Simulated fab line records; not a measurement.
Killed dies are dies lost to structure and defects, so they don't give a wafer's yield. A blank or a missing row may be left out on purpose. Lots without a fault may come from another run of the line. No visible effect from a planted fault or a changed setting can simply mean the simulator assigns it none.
fab line records | flow nandHarc
record lots=12 | wafers=36 | lastDay=34
route steps=1302 shown A_STAIRCASE@684 END@1302
lots with no fault: from the same line, run without faults
startH: hours from the record's opening day to when the first of the lot's shown wafers began | waitH: how many hours have passed since the lot's step before this one | " unchanged from the row above | L1.1+2: several wafers, shown together as one row | - value missing, or start not given | * or withheld: withheld | < > ~ a bound
route shown NAME@n: NAME is a module with steps in the file, n the number in the route of the first one | usual: mean/standard deviation of fault-free wafers | same: alike in all rows | chamber/n: place in a boat | sites: each site's reading | _std_site: how widely they spread, as a standard deviation | _edge_site: inner sites' mean taken away from outer sites' mean | radiusMm: for every site, how far away it sits from the centre of the wafer | mask NAME#n: copy n | behind: the tool/chamber that last shaped the wafer | hold: why the lot was held/for how many hours/how that ended | device: the transistor (n, p or np) that didn't switch | end of line: the tests these same wafers got at the end of their route | where a step has no rows: the recipe by itself | killed: dies that structure and defects cost at the first sort, which is not the same as the wafer's yield | map: the dies of a wafer, with x for killed, . for not killed, _ for no die there
set.NAME: the run value of the setting; set.NAME@STEP: its run value at that earlier step | model.NAME: the simulator's own value behind a step, which no gauge read
route steps across a sampled set of lots; one table per step, one row per wafer
services: when a tool's chamber went out of use (startH, in hours from the record's first day, below 0 if earlier), for how many hours, and the reason
## steps
# step NHARC_A_STAIRCASE_ETCH_27
# recipe targetDepthA=1000 | timeS=40.5 | ionEnergyEv=400 | c4f8FlowSccm=20 | o2FlowSccm=10 | arFlowSccm=withheld | rfW=600 | biasW=1000 | chemistry=C4F8/O2
# usual oesProductAu=0.943/0.011 | rfVppV=896/6.3
lot.wafer | tool       | chamber | startH | waitH | oesProductAu | rfHoursCounterH | rfVppV
L984.2    | rieDiel-05 | 1       | -      | -     | 0.926        | 40              | 893
L984.6    | "          | 3       | "      | "     | 0.945        | -               | 887
L984.5    | "          | 0       | "      | "     | 0.943        | -               | 895
L985.2    | rieDiel-05 | 3       | -      | -     | 0.966        | 46              | 887
L985.1    | "          | 1       | "      | "     | 0.933        | 44              | 893
L985.6    | "          | 2       | "      | "     | 0.949        | -               | 890
L987.4    | rieDiel-09 | 1       | -      | -     | 0.940        | 19              | 904
L987.3    | "          | 2       | "      | "     | 0.931        | 20              | 891
L987.2    | "          | 0       | "      | "     | 0.940        | 20              | 889
L988.4    | rieDiel-09 | 3       | -      | -     | 0.952        | 26              | 902
L988.2    | "          | 0       | "      | "     | 0.955        | 25              | 889
L988.3    | "          | 1       | "      | "     | 0.936        | 26              | 904
L990.4    | rieDiel-05 | 3       | -      | -     | 0.944        | 5               | 907
L990.6    | "          | 1       | "      | "     | 0.949        | -               | 892
L990.5    | "          | 2       | "      | "     | 0.948        | -               | 891
L992.2    | rieDiel-09 | 1       | -      | -     | 0.959        | 36              | 902
L992.3    | "          | 0       | "      | "     | 0.953        | 38              | 889
L992.6    | "          | 1       | "      | "     | 0.962        | -               | 902
L994.1    | rieDiel-09 | 2       | -      | -     | 0.931        | 42              | 890
L994.3    | "          | 0       | "      | "     | 0.941        | 42              | 888
L994.6    | "          | 3       | "      | "     | 0.936        | -               | 901
L997.1    | rieDiel-08 | 3       | -      | -     | 0.933        | 34              | 891
L997.5    | "          | 2       | "      | "     | 0.928        | -               | 904
L997.6    | "          | 3       | "      | "     | 0.933        | -               | 892
L998.4    | rieDiel-08 | 2       | -      | -     | 0.945        | 43              | 905
L998.1    | "          | 0       | "      | "     | 0.946        | 47              | 898
L998.5    | "          | 2       | "      | "     | 0.932        | -               | 906
L103.1    | rieDiel-08 | 0       | -      | -     | 0.949        | 1               | 897
L103.4    | "          | 1       | "      | "     | 0.937        | 1               | 905
L103.6    | "          | 0       | "      | "     | 0.946        | -               | 896
L105.1    | rieDiel-05 | 3       | -      | -     | 0.943        | 57              | 904
L105.4    | "          | 0       | "      | "     | 0.944        | 47              | 893
L105.6    | "          | 0       | "      | "     | 0.959        | -               | 894
L106.2    | rieDiel-09 | 1       | -      | -     | 0.939        | 31              | 902
L106.3    | "          | 2       | "      | "     | 0.942        | 34              | 888
L106.5    | "          | 2       | "      | "     | 0.931        | -               | 890
# step NHARC_A_STAIRCASE_STRIP_175
# recipe powerW=1500 | tempC=250 | chemistry=O2
# usual drypumpMotorCurrentA=6.0/0.62 | heaterPowerW=349/33 | rfReflPowerW=22/8.1
lot.wafer | tool           | chamber | startH | waitH | drypumpMotorCurrentA | heaterPowerW | rfHoursCounterH | rfReflPowerW
L984.2    | plasmaAsher-01 | 0       | 361.89 | 0.1   | 6.7                  | 385          | 3               | -
L984.5    | "              | 0       | "      | "     | 6.7                  | 381          | -               | -
L984.6    | "              | 1       | "      | "     | 6.4                  | 371          | -               | -
L985.1    | plasmaAsher-02 | 0       | 384.53 | 0.1   | 5.1                  | 348          | 28              | -
L985.2    | "              | 1       | "      | "     | 6.3                  | 314          | 28              | -
L985.6    | "              | 0       | "      | "     | 5.1                  | 355          | -               | -
L987.2    | plasmaAsher-02 | 0       | 390.67 | 0.1   | 5.1                  | 343          | 29              | -
L987.4    | "              | 1       | "      | "     | 6.3                  | 305          | -               | -
L987.3    | "              | 0       | "      | "     | 5.1                  | 357          | -               | -
L988.2    | plasmaAsher-02 | 0       | 408.08 | 0.1   | 5.1                  | 349          | 33              | 14
L988.3    | "              | 1       | "      | "     | 6.3                  | 302          | -               | 33
L988.4    | "              | 0       | "      | "     | 5.1                  | 346          | -               | 15
L990.4    | plasmaAsher-01 | 0       | 422.29 | 0.2   | 6.6                  | 379          | -               | 17
L990.6    | "              | 0       | "      | "     | 6.6                  | 383          | -               | 17
L990.5    | "              | 1       | "      | "     | 6.4                  | 376          | -               | 17
L992.2    | plasmaAsher-01 | 0       | 449.65 | 0.1   | 6.7                  | 386          | 20              | 18
L992.3    | "              | 1       | "      | "     | 6.3                  | 373          | -               | 17
L992.6    | "              | 0       | "      | "     | 6.7                  | 386          | -               | 18
L994.1    | plasmaAsher-02 | 0       | 464.80 | 0.1   | 5.1                  | 363          | 7               | 16
L994.3    | "              | 1       | "      | "     | 6.3                  | 296          | -               | 35
L994.6    | "              | 1       | "      | "     | 6.3                  | 303          | -               | 35
L997.1    | plasmaAsher-02 | 0       | 497.27 | 0.1   | 5.1                  | 358          | 14              | 16
L997.6    | "              | 0       | "      | "     | 5.1                  | 344          | -               | 15
L997.5    | "              | 1       | "      | "     | 6.3                  | 300          | -               | 35
L998.1    | plasmaAsher-01 | 0       | 507.72 | 0.1   | 6.6                  | 386          | 31              | 16
L998.4    | "              | 1       | "      | "     | 6.4                  | 376          | -               | 18
L998.5    | "              | 0       | "      | "     | 6.7                  | 381          | -               | 17
L103.1    | plasmaAsher-02 | 1       | 562.15 | 0.1   | 6.3                  | 300          | 30              | 34
L103.4    | "              | 0       | "      | "     | 5.1                  | 360          | -               | 15
L103.6    | "              | 0       | "      | "     | 5.1                  | 349          | -               | 15
L105.1    | plasmaAsher-02 | 1       | 575.30 | 0.1   | 6.3                  | 298          | 32              | -
L105.4    | "              | 0       | "      | "     | 5.1                  | 345          | -               | -
L105.6    | "              | 1       | "      | "     | 6.3                  | 302          | -               | -
L106.2    | plasmaAsher-01 | 1       | 606.68 | 0.1   | 6.4                  | 394          | 15              | 18
L106.3    | "              | 1       | "      | "     | 6.4                  | 410          | -               | 17
L106.5    | "              | 0       | "      | "     | 6.6                  | 362          | -               | 17
# step NHARC_A_STAIRCASE_ETCH_197
# recipe targetDepthA=1000 | timeS=40.5 | ionEnergyEv=400 | c4f8FlowSccm=20 | o2FlowSccm=10 | arFlowSccm=withheld | rfW=600 | biasW=1000 | chemistry=C4F8/O2
# usual oesProductAu=0.949/0.014 | rfVppV=896/6.4
lot.wafer | tool       | chamber | startH | waitH | oesProductAu | rfHoursCounterH | rfVppV
L984.2    | rieDiel-09 | 3       | 364.91 | -     | 0.963        | 14              | 901
L984.5    | "          | 2       | "      | "     | 0.944        | -               | 890
L984.6    | "          | 3       | "      | "     | 0.959        | -               | 901
L985.2    | rieDiel-05 | 2       | 387.35 | -     | 0.915        | 43              | 892
L985.1    | "          | 3       | "      | "     | 0.929        | 47              | 887
L985.6    | "          | 2       | "      | "     | 0.933        | -               | 890
L987.2    | rieDiel-05 | 3       | 393.84 | -     | 0.967        | 49              | 885
L987.4    | "          | 0       | "      | "     | 0.958        | 51              | 894
L987.3    | "          | 2       | "      | "     | 0.936        | 45              | 892
L988.3    | rieDiel-09 | 3       | 410.85 | -     | 0.950        | 27              | 902
L988.2    | "          | 0       | "      | "     | 0.936        | 26              | 889
L988.4    | "          | 1       | "      | "     | 0.923        | 26              | 902
L990.4    | rieDiel-09 | 1       | 425.20 | -     | 0.938        | 31              | 903
L990.6    | "          | 3       | "      | "     | 0.941        | -               | 900
L990.5    | "          | 0       | "      | "     | 0.945        | -               | 890
L992.3    | rieDiel-05 | 2       | 452.54 | -     | 0.971        | 13              | 889
L992.2    | "          | 1       | "      | "     | 0.962        | 13              | 892
L992.6    | "          | 2       | "      | "     | 0.953        | -               | 892
L994.3    | rieDiel-09 | 2       | 467.80 | -     | 0.928        | 44              | 889
L994.1    | "          | 0       | "      | "     | 0.938        | 44              | 889
L994.6    | "          | 1       | "      | "     | 0.939        | -               | 901
L997.1    | rieDiel-05 | 1       | 500.39 | -     | 0.931        | 29              | 892
L997.5    | "          | 3       | "      | "     | 0.936        | -               | 906
L997.6    | "          | 0       | "      | "     | 1.157        | -               | 893
L998.1    | rieDiel-08 | 0       | 510.53 | -     | 0.931        | 47              | 896
L998.4    | "          | 3       | "      | "     | 0.939        | 39              | 891
L998.5    | "          | 0       | "      | "     | 0.944        | -               | 895
L103.4    | rieDiel-09 | 3       | 564.98 | -     | 0.972        | 17              | 898
L103.1    | "          | 0       | "      | "     | 0.962        | 17              | 888
L103.6    | "          | 2       | "      | "     | 0.959        | -               | 890
L105.4    | rieDiel-08 | 2       | 578.04 | -     | 0.942        | 4               | 905
L105.1    | "          | 1       | "      | "     | 0.944        | 5               | 904
L105.6    | "          | 3       | "      | "     | 0.946        | -               | 891
L106.2    | rieDiel-05 | 2       | 609.46 | -     | 0.930        | 7               | 891
L106.3    | "          | 3       | "      | "     | 0.947        | 8               | 905
L106.5    | "          | 3       | "      | "     | 0.935        | -               | 904
# step NHARC_A_STAIRCASE_TRIM_198
# recipe timeS=211.2 | o2FlowSccm=500 | arFlowSccm=0 | biasW=0 | chemistry=O2
# usual drypumpMotorCurrentA=6.14/0.26 | oesProductAu=0.999/0.008 | rfVppV=57.8/0.89 | showerheadPlenumPTorr=3.52/0.17 | throttleValvePct=17.036/0.0086
lot.wafer | tool       | chamber | startH | waitH | drypumpMotorCurrentA | oesProductAu | rfHoursCounterH | rfVppV | showerheadPlenumPTorr | throttleValvePct
L984.2    | rieDiel-09 | 0       | -      | -     | 6.43                 | 0.993        | 13              | 57.8   | 3.36                  | 17.032
L984.6    | "          | 1       | "      | "     | 5.56                 | 0.996        | -               | 57.7   | 3.73                  | 17.029
L984.5    | "          | 2       | "      | "     | 6.31                 | 0.991        | -               | 58.2   | 3.37                  | 17.042
L985.1    | rieDiel-05 | 3       | -      | -     | 6.40                 | 1.011        | 47              | 57.3   | 3.28                  | 17.017
L985.2    | "          | 0       | "      | "     | 5.80                 | 1.012        | 48              | 58.1   | 3.47                  | 17.036
L985.6    | "          | 2       | "      | "     | 6.12                 | 0.997        | -               | 56.7   | 3.39                  | 17.040
L987.3    | rieDiel-05 | 0       | -      | -     | 5.86                 | 1.010        | 51              | 57.2   | 3.47                  | 17.041
L987.4    | "          | 1       | "      | "     | 6.08                 | 0.997        | 48              | 56.8   | 3.44                  | 17.022
L987.2    | "          | 2       | "      | "     | 6.13                 | 1.002        | 46              | 57.0   | 3.38                  | 17.026
L988.4    | rieDiel-09 | 0       | -      | -     | 6.36                 | 0.998        | 26              | 58.2   | 3.35                  | 17.046
L988.3    | "          | 1       | "      | "     | 5.57                 | 0.996        | 26              | 57.0   | 3.73                  | 17.044
L988.2    | "          | 3       | "      | "     | 6.03                 | 1.007        | 27              | 58.3   | 3.66                  | 17.043
L990.4    | rieDiel-09 | 0       | -      | -     | 6.41                 | 1.009        | 33              | 56.9   | 3.35                  | 17.043
L990.5    | "          | 0       | "      | "     | 6.41                 | 1.010        | -               | 59.6   | 3.35                  | 17.044
L990.6    | "          | 1       | "      | "     | 5.56                 | 0.997        | -               | 58.9   | 3.72                  | 17.038
L992.3    | rieDiel-05 | 1       | -      | -     | 6.08                 | 0.996        | 13              | 57.4   | 3.43                  | 17.036
L992.2    | "          | 3       | "      | "     | 6.39                 | 0.987        | 13              | 57.7   | 3.80                  | 17.038
L992.6    | "          | 1       | "      | "     | 6.08                 | 0.989        | -               | 58.7   | 3.43                  | 17.044
L994.1    | rieDiel-09 | 3       | -      | -     | 5.99                 | 0.994        | 46              | 59.0   | 3.65                  | 17.042
L994.3    | "          | 2       | "      | "     | 6.29                 | 0.991        | 44              | 58.6   | 3.36                  | 17.035
L994.6    | "          | 3       | "      | "     | 6.00                 | 0.992        | -               | 58.1   | 3.65                  | 17.034
L997.1    | rieDiel-05 | 2       | -      | -     | 6.12                 | 0.987        | 31              | 55.6   | 3.37                  | 17.035
L997.5    | "          | 0       | "      | "     | 5.84                 | 1.006        | -               | 57.4   | 3.46                  | 17.041
L997.6    | "          | 1       | "      | "     | 6.06                 | 1.005        | -               | 57.5   | 3.42                  | 17.035
L998.1    | rieDiel-08 | 2       | -      | -     | 6.32                 | 0.993        | 44              | 59.7   | 3.78                  | 17.037
L998.4    | "          | 3       | "      | "     | 6.29                 | 1.000        | 39              | 57.6   | 3.38                  | 17.038
L998.5    | "          | 0       | "      | "     | 6.42                 | 0.993        | -               | 58.0   | 3.53                  | 17.038
L103.4    | rieDiel-09 | 1       | -      | -     | 5.58                 | 1.004        | 18              | 58.0   | 3.70                  | 17.019
L103.1    | "          | 2       | "      | "     | 6.30                 | 1.001        | 20              | 56.7   | 3.34                  | 17.052
L103.6    | "          | 1       | "      | "     | 5.56                 | 0.999        | -               | 57.3   | 3.70                  | 17.047
L105.4    | rieDiel-08 | 1       | -      | -     | 5.94                 | 1.003        | 7               | 58.9   | 3.74                  | 17.041
L105.1    | "          | 2       | "      | "     | 6.34                 | 0.996        | 8               | 57.3   | 3.77                  | 17.048
L105.6    | "          | 0       | "      | "     | 6.39                 | 0.993        | -               | 56.6   | 3.52                  | 17.030
L106.2    | rieDiel-05 | 2       | -      | -     | 6.12                 | 0.980        | 7               | 57.7   | 3.35                  | 17.041
L106.3    | "          | 0       | "      | "     | 5.84                 | 0.995        | 6               | 58.1   | 3.44                  | 17.049
L106.5    | "          | 2       | "      | "     | 6.13                 | 0.983        | -               | 57.8   | 3.35                  | 17.033
# step NHARC_END_SORT_01
# recipe tempC=25
# usual killedAtArray=59/20 | killedAtOther=0.8/1.2 | killedAtPeriphery=3.5/2.2 | killedDies=63/20 | killedOpen=3.3/1.8 | killedShort=2.6/1.7
# same grossDies=677
lot.wafer | tool      | chamber | startH | waitH | killedAtArray | killedAtOther | killedAtPeriphery | killedDies | killedOpen | killedShort
L997.1    | prober-02 | 0       | 693.15 | 2.5   | 66            | 1             | 4                 | 71         | 5          | 3
L997.5    | prober-02 | 0       | 696.34 | 3.7   | 65            | 1             | 3                 | 69         | 2          | 3
L997.6    | prober-02 | 0       | 697.14 | 4.0   | 672           | 0             | 5                 | 677        | 3          | 4
# killed by level:class
L997.1 A_SLIT:chamberFilmFlake=27 A_CHANNEL_HOLE_D2:chamberFilmFlake=19 A_CHANNEL_HOLE_D1:chamberFilmFlake=5 A_CONTACT:chamberFilmFlake=5 A_WL_FILL:chamberFilmFlake=3 A_DECK1_JOINT:geometricParticle:short=2 A_BLC:geometricParticle:open=2 P_CONTACT:chamberFilmFlake=2
L997.5 A_SLIT:chamberFilmFlake=37 A_CHANNEL_HOLE_D2:chamberFilmFlake=11 A_CHANNEL_HOLE_D1:chamberFilmFlake=6 A_CONTACT:chamberFilmFlake=5 P_M0:geometricParticle:open=2 A_ONON_D1:geometricParticle:short=2 A_WL_FILL:chamberFilmFlake=2 A_WL_FILL:geometricParticle:short=1
L997.6 A_STAIRCASE:areaEtch=612 A_SLIT:chamberFilmFlake=22 A_CHANNEL_HOLE_D2:chamberFilmFlake=14 A_CONTACT:chamberFilmFlake=7 A_CHANNEL_HOLE_D1:chamberFilmFlake=6 A_WL_FILL:chamberFilmFlake=3 P_GATE:chamberFilmFlake=2 P_CONTACT:chamberFilmFlake=2
## services
tool           | chamber | startH | hours | kind
plasmaAsher-01 | -       | 342.15 | 9.0   | pm
rieDiel-05     | 1       | 344.18 | 2.7   | repair
rieDiel-09     | 0       | 354.53 | -     | clean
rieDiel-09     | 1       | 354.53 | -     | clean
rieDiel-09     | 2       | 354.53 | -     | clean
rieDiel-09     | 3       | 354.53 | -     | clean
rieDiel-08     | -       | 370.21 | 9.0   | pm
rieDiel-09     | 0       | 379.03 | -     | clean
rieDiel-09     | 1       | 379.03 | -     | clean
rieDiel-09     | 2       | 379.03 | -     | clean
rieDiel-05     | -       | 406.94 | 9.0   | pm
rieDiel-08     | 3       | 412.08 | 4.3   | repair
plasmaAsher-02 | -       | 426.00 | 9.0   | pm
rieDiel-05     | 1       | 427.45 | 4.4   | repair
rieDiel-05     | 0       | 450.35 | 27.5  | repair
rieDiel-08     | 1       | 488.52 | 14.4  | repair
rieDiel-09     | -       | 498.03 | 9.0   | pm
plasmaAsher-01 | -       | 519.15 | 9.0   | pm
rieDiel-09     | 1       | 527.53 | 4.6   | repair
plasmaAsher-01 | -       | 529.12 | 5.2   | repair
rieDiel-08     | -       | 547.21 | 9.0   | pm
rieDiel-05     | -       | 583.94 | 9.0   | pm
plasmaAsher-02 | -       | 603.00 | 9.0   | pm
rieDiel-08     | 3       | 608.46 | 5.6   | repair
## key
firstSign step=NHARC_A_STAIRCASE_ETCH_197 | reading=oesProductAu | direction=up | sigmas=14 | usual=0.949 | struck=1.157
effect step=NHARC_END_SORT_01 | reading=killedAtArray | direction=up | sigmas=31 | usual=59 | struck=672
moreKillsBornAt NHARC_A_STAIRCASE_ETCH_197@rieDiel-05=612
metAt NHARC_A_STAIRCASE_ETCH_197
struckLots L997
struckWafers L997.6
laterRowsLeftOut L997.6
testerLeftOut L997
notActingAt NHARC_A_STAIRCASE_ETCH_27,NHARC_A_STAIRCASE_STRIP_175,NHARC_A_STAIRCASE_TRIM_198
onsetBetween 393.84 500.39
fault kind=processParameterDrift | tool=rieDiel-05 | chamber=0 | onsetH=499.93 | steps=NHARC_A_STAIRCASE_ETCH_197 | channel=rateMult | offset=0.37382 | shape=step | endH=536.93
# testerLeftOut: of these lots the tester's yield and bins aren't shown, on N5 and GAA mostly nor the transistor test; their killed dies are dies lost to structure and defects alone, not to doping, threshold or leakage, so they don't give the yield
# laterRowsLeftOut: the simulator's readings of these wafers behind a module that went badly wrong aren't trusted and aren't shown, but for the sort
